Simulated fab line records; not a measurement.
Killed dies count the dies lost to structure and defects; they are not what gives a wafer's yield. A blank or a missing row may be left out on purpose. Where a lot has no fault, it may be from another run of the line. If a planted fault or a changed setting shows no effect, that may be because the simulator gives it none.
Matching of chambers || flow n5 finfet || N5_BEOL_M13_ETCH_67 on rie diel-04 has 4 sister chambers
The step etches SiARC in CF4, target depth 143 nm, time 238.3 s. 18 wafers are shown with their chamber, then 9 later ones without.

## EACH WAFER AND ITS CHAMBER
{"wafer": "L075.1", "chamber": 3, "showerhead plenum p Torr (Torr)": 1.99, "drypump motor current A (A)": 5.6, "oes product au (a.u.)": 0.66}
{"wafer": "L075.4", "chamber": 2, "showerhead plenum p Torr (Torr)": 2.20, "drypump motor current A (A)": 6.0, "oes product au (a.u.)": 0.79}
{"wafer": "L075.6", "chamber": 3, "showerhead plenum p Torr (Torr)": 1.99, "drypump motor current A (A)": 5.6, "oes product au (a.u.)": 0.66}
{"wafer": "L078.1", "chamber": 1, "showerhead plenum p Torr (Torr)": 2.21, "drypump motor current A (A)": 6.2, "oes product au (a.u.)": 0.60}
{"wafer": "L078.2", "chamber": 3, "showerhead plenum p Torr (Torr)": 1.98, "drypump motor current A (A)": 5.7, "oes product au (a.u.)": 0.66}
{"wafer": "L078.3", "chamber": 2, "showerhead plenum p Torr (Torr)": 2.19, "drypump motor current A (A)": 6.1, "oes product au (a.u.)": 0.77}
{"wafer": "L078.4", "chamber": 1, "showerhead plenum p Torr (Torr)": 2.21, "drypump motor current A (A)": 6.2, "oes product au (a.u.)": 0.60}
{"wafer": "L078.5", "chamber": 2, "showerhead plenum p Torr (Torr)": 2.19, "drypump motor current A (A)": 6.1, "oes product au (a.u.)": 0.77}
{"wafer": "L078.6", "chamber": 3, "showerhead plenum p Torr (Torr)": 1.98, "drypump motor current A (A)": 5.6, "oes product au (a.u.)": 0.66}
{"wafer": "L081.2", "chamber": 3, "showerhead plenum p Torr (Torr)": 1.98, "drypump motor current A (A)": 5.6, "oes product au (a.u.)": 0.66}
{"wafer": "L081.3", "chamber": 1, "showerhead plenum p Torr (Torr)": 2.21, "drypump motor current A (A)": 6.2, "oes product au (a.u.)": 0.58}
{"wafer": "L081.5", "chamber": 3, "showerhead plenum p Torr (Torr)": 1.98, "drypump motor current A (A)": 5.6, "oes product au (a.u.)": 0.65}
{"wafer": "L086.3", "chamber": 3, "showerhead plenum p Torr (Torr)": 1.98, "drypump motor current A (A)": 5.6, "oes product au (a.u.)": 0.65}
{"wafer": "L086.4", "chamber": 2, "showerhead plenum p Torr (Torr)": 2.19, "drypump motor current A (A)": 6.1, "oes product au (a.u.)": 0.75}
{"wafer": "L086.6", "chamber": 1, "showerhead plenum p Torr (Torr)": 2.21, "drypump motor current A (A)": 6.2, "oes product au (a.u.)": 0.59}
{"wafer": "L094.2", "chamber": 1, "showerhead plenum p Torr (Torr)": 2.20, "drypump motor current A (A)": 6.2, "oes product au (a.u.)": 0.58}
{"wafer": "L094.3", "chamber": 0, "showerhead plenum p Torr (Torr)": 2.04, "drypump motor current A (A)": 5.4, "oes product au (a.u.)": 0.62}
{"wafer": "L094.5", "chamber": 1, "showerhead plenum p Torr (Torr)": 2.20, "drypump motor current A (A)": 6.2, "oes product au (a.u.)": 0.57}

SIGNATURES (averages over the wafers above)
{"reading": "showerhead plenum p Torr", "chamber 0": 2.0400, "chamber 1": 2.2067, "chamber 2": 2.1925, "chamber 3": 1.9829, "scatter within a chamber": 0.00501}
{"reading": "drypump motor current A", "chamber 0": 5.400, "chamber 1": 6.200, "chamber 2": 6.075, "chamber 3": 5.614, "scatter within a chamber": 0.0339}
{"reading": "oes product au", "chamber 0": 0.6200, "chamber 1": 0.5867, "chamber 2": 0.7700, "chamber 3": 0.6571, "scatter within a chamber": 0.0109}
Rule: for a wafer and a chamber, the distance is found by dividing, reading by reading, the gap between the wafer's reading and the chamber's mean by the reading's scatter, squaring, summing and taking the root. If the next closest chamber is less than 2 further off than the closest, the wafer can't be placed; otherwise it belongs to the closest. The scatter is the square root of a quotient: the sum, over the shown wafers, of each reading's squared deviation from its chamber's mean, divided by wafers minus chambers.

## WAFERS WHOSE CHAMBER IS MISSING
{"wafer": "L095.1", "showerhead plenum p Torr (Torr)": 1.97, "drypump motor current A (A)": 5.7, "oes product au (a.u.)": 0.63}
{"wafer": "L095.4", "showerhead plenum p Torr (Torr)": 2.18, "drypump motor current A (A)": 6.0, "oes product au (a.u.)": 0.73}
{"wafer": "L095.6", "showerhead plenum p Torr (Torr)": 2.03, "drypump motor current A (A)": 5.4, "oes product au (a.u.)": 0.62}
{"wafer": "L092.1", "showerhead plenum p Torr (Torr)": 2.18, "drypump motor current A (A)": 6.0, "oes product au (a.u.)": 0.72}
{"wafer": "L092.3", "showerhead plenum p Torr (Torr)": 2.20, "drypump motor current A (A)": 6.2, "oes product au (a.u.)": 0.57}
{"wafer": "L092.4", "showerhead plenum p Torr (Torr)": 2.03, "drypump motor current A (A)": 5.4, "oes product au (a.u.)": 0.61}
{"wafer": "L097.2", "showerhead plenum p Torr (Torr)": 2.20, "drypump motor current A (A)": 6.1, "oes product au (a.u.)": 0.57}
{"wafer": "L097.5", "showerhead plenum p Torr (Torr)": 2.03, "drypump motor current A (A)": 5.4, "oes product au (a.u.)": 0.61}
{"wafer": "L097.6", "showerhead plenum p Torr (Torr)": 2.20, "drypump motor current A (A)": 6.2, "oes product au (a.u.)": 0.57}

## EACH ONE'S CHAMBER
{"wafer": "L095.1", "from the rows above": 3, "in truth": 3}
{"wafer": "L095.4", "from the rows above": 2, "in truth": 2}
{"wafer": "L095.6", "from the rows above": 0, "in truth": 0}
{"wafer": "L092.1", "from the rows above": 2, "in truth": 2}
{"wafer": "L092.3", "from the rows above": 1, "in truth": 1}
{"wafer": "L092.4", "from the rows above": 0, "in truth": 0}
{"wafer": "L097.2", "from the rows above": 1, "in truth": 1}
{"wafer": "L097.5", "from the rows above": 0, "in truth": 0}
{"wafer": "L097.6", "from the rows above": 1, "in truth": 1}
9 of 9 placed correctly. Left unplaced by these rows: 0. Wrongly placed: 0.
